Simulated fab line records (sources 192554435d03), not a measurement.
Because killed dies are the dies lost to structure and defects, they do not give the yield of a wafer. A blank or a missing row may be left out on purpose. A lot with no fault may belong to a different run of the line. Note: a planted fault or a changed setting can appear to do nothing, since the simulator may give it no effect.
Matching of chambers ; flow n5 finfet ; N5_BEOL_M1_STRIP_19 on rie diel-03: 4 sister chambers
The step strips in O2. 4 wafers are shown with their chamber, then 10 later ones without.

WAFERS WITH THEIR CHAMBER
wafer;chamber;drypump motor current A (A)
L085.1;3;5.7
L085.3;1;6.3
L086.2;0;6.0
L090.4;2;5.1

WAFERS WHOSE CHAMBER IS MISSING
wafer;drypump motor current A (A)
L090.5;6.1
L092.4;5.0
L092.5;6.0
L092.6;5.7
L093.1;6.3
L093.2;5.7
L093.6;6.3
L095.1;5.7
L095.3;5.0
L095.4;6.3

WHICH CHAMBER EACH ONE RAN IN
wafer;from the rows above;in truth
L090.5;can't be placed: 0 or 1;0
L092.4;2;2
L092.5;0;0
L092.6;3;3
L093.1;1;1
L093.2;3;3
L093.6;1;1
L095.1;3;3
L095.3;2;2
L095.4;1;1
Correctly placed: 9 of 10. Unplaceable from these rows: 1, with the true chamber sitting among the candidates in 1. Number placed wrongly: 0.
How it was worked out, from the rows above alone: a wafer's distance from a chamber is the root of the sum, over the readings, of the square of ((its reading less the chamber's mean) divided by the reading's scatter). The wafer belongs to the nearest chamber; if the next one is less than 2 further off, it can't be placed. The mean given for a chamber averages the wafers shown for that chamber. The scatter: root of mean squared gap, hidden wafer to nearest shown wafer, with one shown wafer a chamber.
